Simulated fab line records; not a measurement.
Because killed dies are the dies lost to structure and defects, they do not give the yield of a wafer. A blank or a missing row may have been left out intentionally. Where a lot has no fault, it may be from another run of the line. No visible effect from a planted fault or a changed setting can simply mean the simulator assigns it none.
Chamber matching :: flow n5_finfet :: N5_BEOL_M0_TRENCH_ETCH_107 on rie_diel-01: 4 sister chambers
The step etches SiOC in C4F6/O2, target depth 32.8 nm, time 16.4 s. 4 wafers are shown with their chamber, then 7 later ones without.

== WAFERS WITH THEIR CHAMBER ==
wafer: L089.3
chamber: 1
rf_vpp_V (V): 667

wafer: L089.4
chamber: 3
rf_vpp_V (V): 683

wafer: L091.1
chamber: 2
rf_vpp_V (V): 661

wafer: L091.4
chamber: 0
rf_vpp_V (V): 655

== WAFERS WITH NO CHAMBER GIVEN ==
wafer: L091.5
rf_vpp_V (V): 654

wafer: L093.1
rf_vpp_V (V): 655

wafer: L093.3
rf_vpp_V (V): 683

wafer: L093.4
rf_vpp_V (V): 661

wafer: L097.2
rf_vpp_V (V): 655

wafer: L097.4
rf_vpp_V (V): 655

wafer: L097.5
rf_vpp_V (V): 666

== WHICH CHAMBER EACH ONE RAN IN ==
wafer: L091.5
from the rows above: 0
in truth: 0

wafer: L093.1
from the rows above: 0
in truth: 0

wafer: L093.3
from the rows above: 3
in truth: 3

wafer: L093.4
from the rows above: 2
in truth: 2

wafer: L097.2
from the rows above: 0
in truth: 0

wafer: L097.4
from the rows above: 0
in truth: 0

wafer: L097.5
from the rows above: 1
in truth: 1
7 of 7 placed correctly. Left unplaced by these rows: 0. 0 placed wrongly.
How it was worked out, from the rows above alone: a wafer's distance from a chamber is the root of the sum, over the readings, of the square of ((its reading less the chamber's mean) divided by the reading's scatter). If the next closest chamber is less than 2 further off than the closest, the wafer can't be placed; otherwise it belongs to the closest. For every chamber, the mean is computed from those of its wafers that are shown. The scatter (one wafer shown for each chamber): square how far every hidden wafer sits from the nearest shown wafer, average those squares and take the square root.
